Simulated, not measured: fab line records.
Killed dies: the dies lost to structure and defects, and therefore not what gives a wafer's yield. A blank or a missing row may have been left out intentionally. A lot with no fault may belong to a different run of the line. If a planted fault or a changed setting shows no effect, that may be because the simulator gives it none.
Comparing a struck lot with a sound one || flow nand harc || 42 out of 1159 route steps
Sound: these wafers, L324.1, L324.4, L324.5. Struck: wafer L314.1 (L314.4, L314.5, from the same lot, were not struck and are left out); the cause is given at the end.
For every step that has rows: the tool of each side, followed by ch and its chambers, followed by its first start. Under that, the readings that differ: sound wafers || struck wafers || difference of the means || sigmas: that difference in standard deviations of wafers without a fault.
alike: words and numbers the same on both sides, and readings whose means are apart by under 2 such deviations; not compared: readings that were withheld, readings missing a value for some wafer, numbers with overlapping values and no deviation given by the record, and bounds like >300 which may hide the same value.
Wherever a step has rows on one side only, a row that says differs or no value, or a row with sigmas, the two part there. When numbers do not overlap yet have no deviation, they are printed without sigmas and do not part them. A reading that every wafer of one side lacks parts them only if that side has two wafers or more.

first, 11 steps without rows for these wafers: NHARC_P_ZERO_WELL_COAT_64 (time 65 s); NHARC_P_ZERO_WELL_COAT_05 (resist thk 600 nm); NHARC_P_ZERO_WELL_SOFTBAKE_06 (time 70 s); NHARC_P_ZERO_WELL_EBR_07; NHARC_P_ZERO_WELL_EXPOSE_08 (exposes mask P ZERO, target cd 500 nm); NHARC_P_ZERO_WELL_PEB_09 (peb time 80 s); NHARC_P_ZERO_WELL_DEVELOP_10 (time 50 s); NHARC_P_ZERO_WELL_HARDBAKE_12 (time 65 s); NHARC_P_ZERO_WELL_DESCUM_13 (chemistry O2, time 3 s); NHARC_P_ZERO_WELL_ETCH_65 (etches the open film in N2/H2, target depth 80 nm, overetch 24 nm, time 87.88 s); NHARC_P_ZERO_WELL_ETCH_62 (etches the open film in CHF3/Ar, target depth 13 nm, time 6.5 s).
NHARC_P_ZERO_WELL_ETCH_63: etches the open film in HBr/Cl2, target depth 120 nm, time 40.1 s.
  sound on rie si-03 ch 0,1,2, day 5 07:40; struck on rie si-04 ch 2, day 2 19:40
  alike: chamber pressure mTorr, drypump motor current A, oes product au, throttle valve pct
  not compared: rf hours counter h
then, 27 steps without rows for these wafers: NHARC_P_ZERO_WELL_STRIP_15 (strips in SPM, time 900 s); NHARC_P_ZERO_WELL_DEHYDRATE_16 (time 120 s); NHARC_P_ZERO_WELL_HMDS_17 (time 30 s); NHARC_P_ZERO_WELL_COAT_18; NHARC_P_ZERO_WELL_SOFTBAKE_19 (time 95 s); NHARC_P_ZERO_WELL_EBR_20; NHARC_P_ZERO_WELL_EXPOSE_21 (exposes mask P NWELL, target cd 720 nm); NHARC_P_ZERO_WELL_PEB_22 (peb time 85 s); NHARC_P_ZERO_WELL_DEVELOP_23 (time 70 s); NHARC_P_ZERO_WELL_HARDBAKE_25 (time 80 s); NHARC_P_ZERO_WELL_DESCUM_26 (chemistry O2, time 3 s); NHARC_P_ZERO_WELL_IMPLANT_27; NHARC_P_ZERO_WELL_IMPLANT_57; NHARC_P_ZERO_WELL_IMPLANT_58; NHARC_P_ZERO_WELL_STRIP_28 (strips in SPM, time 840 s); NHARC_P_ZERO_WELL_DEHYDRATE_29 (time 120 s); NHARC_P_ZERO_WELL_HMDS_30 (time 30 s); NHARC_P_ZERO_WELL_COAT_31; NHARC_P_ZERO_WELL_SOFTBAKE_32 (time 95 s); NHARC_P_ZERO_WELL_EBR_33; NHARC_P_ZERO_WELL_EXPOSE_34 (exposes mask P PWELL, target cd 720 nm); NHARC_P_ZERO_WELL_PEB_35 (peb time 85 s); NHARC_P_ZERO_WELL_DEVELOP_36 (time 70 s); NHARC_P_ZERO_WELL_HARDBAKE_38 (time 80 s); NHARC_P_ZERO_WELL_DESCUM_39 (chemistry O2, time 3 s); NHARC_P_ZERO_WELL_IMPLANT_40; NHARC_P_ZERO_WELL_IMPLANT_59.
NHARC_P_ZERO_WELL_INSPECT_43:
  struck on defect inspect-01, day 3 01:31; sound on defect inspect-02, day 5 13:33
{"reading": "raw defect count", "sound": "5 11 6", "struck": 264, "difference": "+257", "sigmas": "+44"}
NHARC_P_STI_INSPECT_11:
  struck on defect inspect-02, day 3 17:01; sound on defect inspect-02, day 6 06:13
{"reading": "raw defect count", "sound": "7 5 6", "struck": 265, "difference": "+259", "sigmas": "+92"}
-- the record jumps here: 16 days lie between the struck wafers' starts before and after (it left off in module P_STI and takes up again in module END, whose first step shown is number 1159 of the route) --
NHARC_END_SORT_01:
  sound on prober-02 ch 0, day 22 11:43; struck on prober-02 ch 0, day 19 18:20
{"reading": "killed at periphery", "sound": "3 2 3", "struck": 34, "difference": "+31", "sigmas": "+18"}
{"reading": "killed dies", "sound": "18 9 16", "struck": 43, "difference": "+29", "sigmas": "+3"}
  alike: killed at array, killed at other, killed open, killed short

== WHERE THEY PART ==
Earliest at NHARC_P_ZERO_WELL_INSPECT_43; latest, in this record, at NHARC_END_SORT_01.

WHY: the cause the simulator had injected
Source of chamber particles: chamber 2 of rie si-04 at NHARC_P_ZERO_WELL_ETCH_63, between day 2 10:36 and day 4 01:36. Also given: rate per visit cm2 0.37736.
